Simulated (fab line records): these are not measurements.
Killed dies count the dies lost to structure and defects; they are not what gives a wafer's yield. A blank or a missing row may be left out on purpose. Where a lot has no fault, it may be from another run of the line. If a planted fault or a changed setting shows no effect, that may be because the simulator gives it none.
Lot-split experiment + flow n5Finfet + 21 wafers read from 7 lots, route of 1938 steps

## THE SPLIT
At N5_BEOL_M1_TRENCH_ETCH_37 (etches SiOC in C4F6/O2, target depth 55.207 nm, time 29 s), the setting biasW was moved away from the recipe's 185 W on 7 of the 21 wafers read, by -12.5% to +16.3%. The other wafers ran this setting at the recipe's value.

Reading taken at the split's own step.

## THE READING
rfVppV, in V, at N5_BEOL_M1_TRENCH_ETCH_37 (etches SiOC in C4F6/O2, target depth 55.207 nm, time 29 s). Fault-free wafers of this fab line usually give 666 V, standard deviation 11 V.

| wafer  | tool, chamber at the split | biasW as run, W | against the recipe | rfVppV, V | against lot-mates on the recipe |
|--------|----------------------------|-----------------|--------------------|-----------|---------------------------------|
| L075.1 | rieDiel-06, 3              | 215.2           | +16.3%             | 744       | +84                             |
| L075.3 | rieDiel-06, 1              | 215.2           | +16.3%             | 752       | +92                             |
| L075.6 | rieDiel-06, 3              | 185             | recipe             | 660       | -                               |
| L076.2 | rieDiel-05, 3              | 161.9           | -12.5%             | 598       | -85                             |
| L076.3 | rieDiel-05, 0              | 185             | recipe             | 683       | -                               |
| L076.6 | rieDiel-05, 3              | 161.9           | -12.5%             | 597       | -86                             |
| L079.2 | rieDiel-01, 0              | 185             | recipe             | 661       | -                               |
| L079.3 | rieDiel-01, 1              | 185             | recipe             | 685       | -                               |
| L079.4 | rieDiel-01, 2              | 185             | recipe             | 648       | -                               |
| L083.1 | rieDiel-01, 2              | 185             | recipe             | 651       | -                               |
| L083.3 | rieDiel-01, 1              | 163.6           | -11.6%             | 620       | -31                             |
| L083.5 | rieDiel-01, 2              | 163.6           | -11.6%             | 588       | -63                             |
| L092.4 | rieDiel-01, 1              | 185             | recipe             | 686       | -                               |
| L092.5 | rieDiel-01, 2              | 175.9           | -4.9%              | 625       | -61                             |
| L092.6 | rieDiel-01, 1              | 185             | recipe             | 686       | -                               |
| L091.3 | rieDiel-06, 3              | 185             | recipe             | 658       | -                               |
| L091.4 | rieDiel-06, 2              | 185             | recipe             | 668       | -                               |
| L091.5 | rieDiel-06, 3              | 185             | recipe             | 660       | -                               |
| L094.2 | rieDiel-05, 0              | 185             | recipe             | 681       | -                               |
| L094.3 | rieDiel-05, 2              | 185             | recipe             | 683       | -                               |
| L094.4 | rieDiel-05, 1              | 185             | recipe             | 656       | -                               |

THE FIT
A straight line over all 21 wafers: rfVppV changes by +5.31 V for each +1% of biasW; r = +0.95; the points scatter about the line by 14 V.
The same after taking each lot's own level away (the mean of its wafers on the recipe; 21 wafers): +5.6 V for each +1%; r = +0.95; scatter 14 V.
That fit puts the effect of the largest move of biasW on the reading at 91 V.
The span of the lots' own levels, 651.0 to 686.0 V, comes to 3.2 times the standard deviation stated above.
Hence the lot-to-lot level has little effect on the slope; both slopes agree.
Check: for one of the wafers moved furthest among these (+16.3%), held out of the fit, the line's prediction against its lot-mates is +92.2 V. Against them it came out at +84 V.
Tool readings at the split's step, against how far the setting was moved: rfVppV r = +0.95.

## OTHER SPLITS APPLIED TO THESE WAFERS
Other splits were also applied to these wafers ahead of the reading. Each is held against what the fit with the lots' levels taken away leaves over:
| other split on the same wafers        | wafers away from the commonest value | r with rfVppV (lot level and that fit taken away) |
|---------------------------------------|--------------------------------------|---------------------------------------------------|
| N5_DUMMY_GATE_ETCH_32 timeS           | 8                                    | -0.24                                             |
| N5_SD_EPI_P_COAT_34 spinRpm           | 9                                    | -0.04                                             |
| N5_SDB_EXPOSE_08 doseMj               | 6                                    | +0.08                                             |
| N5_MOL_CONTACT_COAG_ALD_133 aldCycles | 6                                    | +0.05                                             |
| N5_BEOL_M0_SAQP_COAT_105 spinRpm      | 6                                    | +0.12                                             |
| N5_BEOL_M0_ETCH_138 sourceW           | 8                                    | -0.14                                             |
| N5_BEOL_M1_ETCH_70 sourceW            | 6                                    | -0.41                                             |

## THE FILE'S OWN FIT
rfVppV changes by +5.73 V for each +1% of biasW, r = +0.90.
